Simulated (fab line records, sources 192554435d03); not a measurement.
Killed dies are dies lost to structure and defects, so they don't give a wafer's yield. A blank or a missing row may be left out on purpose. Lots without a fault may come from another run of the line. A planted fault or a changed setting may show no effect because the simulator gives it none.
Which tool did it? | flow n5_finfet | 24 lots, 72 wafers sampled, at 5 steps of a route of 1938

WHAT THE GAUGES READ, wafer by wafer
N5_PMOS_HMC_CHANNEL_EPI_OVL_MEAS_10. Usual: PMOS_HMC_BLK_OVL -0.2 nm, standard deviation 0.68.
lot  | measured    | on         | PMOS_HMC_BLK_OVL (nm) | flag
L074 | day 1 18:01 | overlay-02 | 0.3 -0.4 0.6          |
L075 | day 1 23:03 | overlay-01 | -0.9 -0.5 -0.3        |
L076 | day 2 05:14 | overlay-01 | 0.6 -0.4 0.2          |
L077 | day 2 11:05 | overlay-01 | 0.0 -1.2 -0.3         |
L078 | day 2 17:01 | overlay-02 | -1.0 1.0 -1.1         |
L079 | day 2 23:05 | overlay-02 | -0.8 0.1 -0.5         |
L080 | day 3 05:16 | overlay-01 | -1.2 0.2 -1.1         |
L081 | day 3 11:27 | overlay-01 | -1.2 -0.7 -0.1        |
L082 | day 3 18:31 | overlay-02 | -0.6 -1.2 0.1         |
L083 | day 4 00:10 | overlay-01 | -0.4 1.1 -0.3         |
L084 | day 4 05:21 | overlay-01 | -0.5 0.2 0.2          |
L085 | day 4 11:06 | overlay-02 | -0.5 0.5 -1.1         |
L086 | day 4 17:29 | overlay-02 | 0.6 -0.2 0.7          |
L087 | day 5 00:01 | overlay-01 | -0.6 0.1 -1.7         |
L088 | day 5 05:08 | overlay-02 | -0.4 0.1 0.4          |
L089 | day 5 12:31 | overlay-01 | -0.8 -1.7 -0.5        |
L090 | day 5 17:07 | overlay-01 | -0.4 0.1 0.2          |
L091 | day 6 01:04 | overlay-01 | -0.2 0.6 -0.1         |
L092 | day 6 07:38 | overlay-01 | -0.5 -0.7 0.2         |
L093 | day 6 12:43 | overlay-01 | 0.0 -1.4 0.2          |
L094 | day 6 17:36 | overlay-02 | 0.6 0.7 1.1           |
L095 | day 6 23:00 | overlay-01 | -0.7 -0.6 -0.6        |
L096 | day 7 05:56 | overlay-01 | -0.9 -0.3 -1.2        |
L097 | day 7 11:32 | overlay-02 | -1.2 -1.0 0.0         |

N5_FIN_SAQP_THK_MEAS_05. Usual: thk_nm 38.0 nm, standard deviation 0.56.
lot  | measured    | on            | thk_nm (nm)    | flag
L074 | day 1 21:41 | film_metro-01 | 39.1 38.5 38.9 |
L075 | day 2 03:14 | film_metro-02 | 37.7 38.5 37.9 |
L076 | day 2 09:18 | film_metro-02 | 38.5 37.3 39.5 |
L077 | day 2 15:35 | film_metro-01 | 37.7 36.6 38.3 |
L078 | day 2 21:05 | film_metro-02 | 37.5 37.0 37.7 |
L079 | day 3 02:35 | film_metro-01 | 37.5 37.6 38.6 |
L080 | day 3 08:46 | film_metro-01 | 38.0 37.2 37.4 |
L081 | day 3 15:19 | film_metro-02 | 38.3 38.4 37.3 |
L082 | day 3 22:32 | film_metro-02 | 36.9 37.0 37.5 |
L083 | day 4 03:46 | film_metro-02 | 37.4 38.0 38.0 |
L084 | day 4 09:04 | film_metro-01 | 37.5 37.3 37.7 |
L085 | day 4 14:52 | film_metro-01 | 37.6 37.9 37.8 |
L086 | day 4 21:55 | film_metro-02 | 38.3 38.0 38.5 |
L087 | day 5 04:13 | film_metro-01 | 38.2 38.8 37.7 |
L088 | day 5 08:45 | film_metro-01 | 37.5 36.5 38.0 |
L089 | day 5 16:52 | film_metro-01 | 38.3 38.0 38.3 |
L090 | day 5 20:34 | film_metro-01 | 37.9 38.2 37.5 |
L091 | day 6 05:01 | film_metro-02 | 37.9 37.8 39.1 |
L092 | day 6 11:28 | film_metro-01 | 38.3 37.3 38.1 |
L093 | day 6 16:30 | film_metro-02 | 38.1 38.5 39.0 |
L094 | day 6 21:40 | film_metro-02 | 37.5 38.3 38.5 |
L095 | day 7 02:53 | film_metro-01 | 38.0 38.4 38.1 |
L096 | day 7 09:49 | film_metro-01 | 37.7 38.3 38.3 |
L097 | day 7 15:07 | film_metro-01 | 38.0 38.2 38.1 |

N5_FIN_SAQP_INSPECT_18: inspects for defects (brightfield). Usual: raw_defect_count 386, standard deviation 100.
lot  | measured    | on                | raw_defect_count | flag
L074 | day 1 22:32 | defect_inspect-01 | 344 313 336      |
L075 | day 2 04:05 | defect_inspect-02 | 440 408 320      |
L076 | day 2 10:05 | defect_inspect-02 | 303 428 307      |
L077 | day 2 16:18 | defect_inspect-01 | 275 260 373      |
L078 | day 2 21:50 | defect_inspect-02 | 290 393 452      |
L079 | day 3 03:20 | defect_inspect-02 | 375 283 302      |
L080 | day 3 09:31 | defect_inspect-01 | 382 378 282      |
L081 | day 3 15:56 | defect_inspect-02 | 365 503 379      |
L082 | day 3 23:10 | defect_inspect-02 | 411 419 380      |
L083 | day 4 04:23 | defect_inspect-01 | 541 564 508      |
L084 | day 4 09:42 | defect_inspect-01 | 408 671 538      |
L085 | day 4 15:38 | defect_inspect-02 | 360 382 274      |
L086 | day 4 22:33 | defect_inspect-02 | 384 360 312      |
L087 | day 5 05:02 | defect_inspect-02 | 392 364 392      |
L088 | day 5 09:31 | defect_inspect-01 | 392 237 323      |
L089 | day 5 17:39 | defect_inspect-02 | 262 316 346      |
L090 | day 5 21:20 | defect_inspect-02 | 346 373 398      |
L091 | day 6 05:46 | defect_inspect-01 | 345 308 407      |
L092 | day 6 12:13 | defect_inspect-02 | 208 341 273      |
L093 | day 6 17:15 | defect_inspect-02 | 366 345 422      |
L094 | day 6 22:25 | defect_inspect-02 | 342 353 410      |
L095 | day 7 03:38 | defect_inspect-02 | 340 518 365      |
L096 | day 7 10:34 | defect_inspect-01 | 368 342 277      |
L097 | day 7 15:52 | defect_inspect-02 | 365 330 278      |

WHICH TOOL RAN EACH LOT (tool, then ch and the chambers of the sampled wafers, then the start)
lot  | N5_ZERO_LAYER_STRIP_24              | N5_PMOS_HMC_CHANNEL_EPI_CMP_21
L074 | plasma_asher-02 ch 0,1, day 1 13:02 | cmp-02 ch 0,1,3, day 1 20:05
L075 | plasma_asher-01 ch 0,1, day 1 18:57 | cmp-02 ch 0,3, day 2 01:46
L076 | plasma_asher-01 ch 0,1, day 2 01:02 | cmp-02 ch 0,3, day 2 07:46
L077 | plasma_asher-02 ch 0,1, day 2 07:07 | cmp-01 ch 2,3, day 2 13:09
L078 | plasma_asher-02 ch 0,1, day 2 12:53 | cmp-02 ch 0,1,2, day 2 19:35
L079 | plasma_asher-02 ch 0,1, day 2 18:55 | cmp-02 ch 1,2,3, day 3 01:08
L080 | plasma_asher-01 ch 0,1, day 3 01:01 | cmp-01 ch 0,2,3, day 3 07:26
L081 | plasma_asher-01 ch 0,1, day 3 07:05 | cmp-01 ch 1,3, day 3 13:57
L082 | plasma_asher-01 ch 0,1, day 3 13:07 | cmp-01 ch 0,2,3, day 3 21:08
L083 | plasma_asher-01 ch 0,1, day 3 19:38 | cmp-02 ch 0,2,3, day 4 02:19
L084 | plasma_asher-02 ch 0,1, day 4 01:01 | cmp-01 ch 2,3, day 4 07:43
L085 | plasma_asher-02 ch 0,1, day 4 07:04 | cmp-04 ch 1,2,3, day 4 13:08
L086 | plasma_asher-02 ch 0,1, day 4 13:02 | cmp-02 ch 0,3, day 4 20:10
L087 | plasma_asher-02 ch 0,1, day 4 19:02 | cmp-04 ch 1,2,3, day 5 02:05
L088 | plasma_asher-02 ch 0,1, day 5 01:01 | cmp-02 ch 0,2, day 5 07:20
L089 | plasma_asher-01 ch 0,1, day 5 07:06 | cmp-01 ch 0,1, day 5 15:06
L090 | plasma_asher-01 ch 0,1, day 5 13:01 | cmp-04 ch 0,2,3, day 5 19:12
L091 | plasma_asher-01 ch 0,1, day 5 19:27 | cmp-04 ch 0,1, day 6 03:33
L092 | plasma_asher-01 ch 1, day 6 01:05   | cmp-01 ch 0,1, day 6 10:05
L093 | plasma_asher-02 ch 0,1, day 6 07:02 | cmp-02 ch 2,3, day 6 15:05
L094 | plasma_asher-01 ch 0,1, day 6 13:17 | cmp-04 ch 0,2, day 6 19:37
L095 | plasma_asher-01 ch 0,1, day 6 19:00 | cmp-01 ch 2,3, day 7 01:03
L096 | plasma_asher-02 ch 0,1, day 7 01:04 | cmp-04 ch 2,3, day 7 08:25
L097 | plasma_asher-01 ch 0,1, day 7 07:05 | cmp-02 ch 2,3, day 7 13:34
- N5_ZERO_LAYER_STRIP_24: strips in O2.
- N5_PMOS_HMC_CHANNEL_EPI_CMP_21: polishes SiGe30, target thk 54 nm.

WHAT THE TOOLS THEMSELVES READ (means of the sampled wafers that have a number; where no wafer has one, the mark that the record gives instead)
N5_ZERO_LAYER_STRIP_24. Usual: drypump_motor_current_A 5.4 A, standard deviation 0.4; heater_power_w 315 W, standard deviation 11; oes_product_au 0.647 a.u., standard deviation 0.0048; strip_time_to_endpoint_s 43.86 s, standard deviation 0.085.
lot  | tool            | drypump_motor_current_A (A) | heater_power_w (W) | oes_product_au (a.u.) | strip_time_to_endpoint_s (s) | flag
L074 | plasma_asher-02 | 5.3                         | 324                | 0.648                 | 43.83                        |
L075 | plasma_asher-01 | 5.2                         | 308                | 0.647                 | 43.85                        |
L076 | plasma_asher-01 | 5.5                         | 307                | 0.648                 | 43.90                        |
L077 | plasma_asher-02 | 5.3                         | 331                | 0.647                 | 43.92                        |
L078 | plasma_asher-02 | 5.5                         | 320                | 0.648                 | 43.82                        |
L079 | plasma_asher-02 | 5.5                         | 316                | 0.649                 | 43.86                        |
L080 | plasma_asher-01 | 5.5                         | 311                | 0.653                 | 43.83                        |
L081 | plasma_asher-01 | 5.5                         | 306                | 0.646                 | 43.78                        |
L082 | plasma_asher-01 | 5.5                         | 313                | 0.648                 | 43.82                        |
L083 | plasma_asher-01 | 5.2                         | 310                | 0.651                 | 43.97                        |
L084 | plasma_asher-02 | 5.5                         | 327                | 0.648                 | 43.85                        |
L085 | plasma_asher-02 | 5.3                         | 327                | 0.645                 | 43.77                        |
L086 | plasma_asher-02 | 5.3                         | 323                | 0.644                 | 43.95                        |
L087 | plasma_asher-02 | 5.6                         | 320                | 0.652                 | 43.79                        |
L088 | plasma_asher-02 | 5.6                         | 315                | 0.650                 | 43.90                        |
L089 | plasma_asher-01 | 5.5                         | 315                | 0.650                 | 43.77                        |
L090 | plasma_asher-01 | 5.2                         | 309                | 0.647                 | 43.98                        |
L091 | plasma_asher-01 | 5.2                         | 305                | 0.655                 | 43.82                        |
L092 | plasma_asher-01 | 4.9                         | 310                | 0.647                 | 43.79                        |
L093 | plasma_asher-02 | 5.6                         | 319                | 0.647                 | 43.82                        |
L094 | plasma_asher-01 | 5.2                         | 310                | 0.647                 | 44.01                        |
L095 | plasma_asher-01 | 5.5                         | 303                | 0.647                 | 43.86                        |
L096 | plasma_asher-02 | 5.5                         | 322                | 0.643                 | 43.95                        |
L097 | plasma_asher-01 | 5.2                         | 310                | 0.644                 | 43.86                        |

N5_PMOS_HMC_CHANNEL_EPI_CMP_21. Usual: motor_current_A 12.3 A, standard deviation 0.95; slurry_filter_dp_kPa 13.51 kPa, standard deviation 0.14.
lot  | tool   | motor_current_A (A) | slurry_filter_dp_kPa (kPa) | flag
L074 | cmp-02 | 12.4                | 13.56                      |
L075 | cmp-02 | 12.4                | 13.60                      |
L076 | cmp-02 | 12.2                | 13.37                      |
L077 | cmp-01 | 10.9                | 13.60                      |
L078 | cmp-02 | 13.0                | 13.54                      |
L079 | cmp-02 | 12.7                | 13.42                      |
L080 | cmp-01 | 11.2                | 13.57                      |
L081 | cmp-01 | 12.6                | 13.61                      |
L082 | cmp-01 | 11.3                | 13.69                      |
L083 | cmp-02 | 12.0                | 13.39                      |
L084 | cmp-01 | 10.9                | 13.44                      |
L085 | cmp-04 | 12.5                | 13.37                      |
L086 | cmp-02 | 12.2                | 13.50                      |
L087 | cmp-04 | 12.4                | 13.38                      |
L088 | cmp-02 | 12.7                | 13.47                      |
L089 | cmp-01 | 12.7                | 13.61                      |
L090 | cmp-04 | 12.1                | 13.45                      |
L091 | cmp-04 | 12.3                | 13.50                      |
L092 | cmp-01 | 12.7                | 13.67                      |
L093 | cmp-02 | 12.1                | 13.52                      |
L094 | cmp-04 | 12.3                | 13.51                      |
L095 | cmp-01 | 10.9                | 13.52                      |
L096 | cmp-04 | 11.8                | 13.51                      |
L097 | cmp-02 | 12.0                | 13.53                      |

THE ANSWER, worked out from the rows above alone
Rule: a lot is off if the mean of its wafers that have a number lies more than 3 standard deviations from the usual mean. A lot without any number at a reading at which 4 lots or more have one is off too. The other lots that the step has rows for count as sound. The gauges are gone through in route order, then the tools' own readings, and for those a lot's mean is taken as printed above. The first step at which some lot is off is used, and at that step the reading that is off furthest; a lot without a number counts as furthest.
No lot is off at any reading shown: from this, nothing can be told.

WHAT THE SIMULATOR HAD PUT IN
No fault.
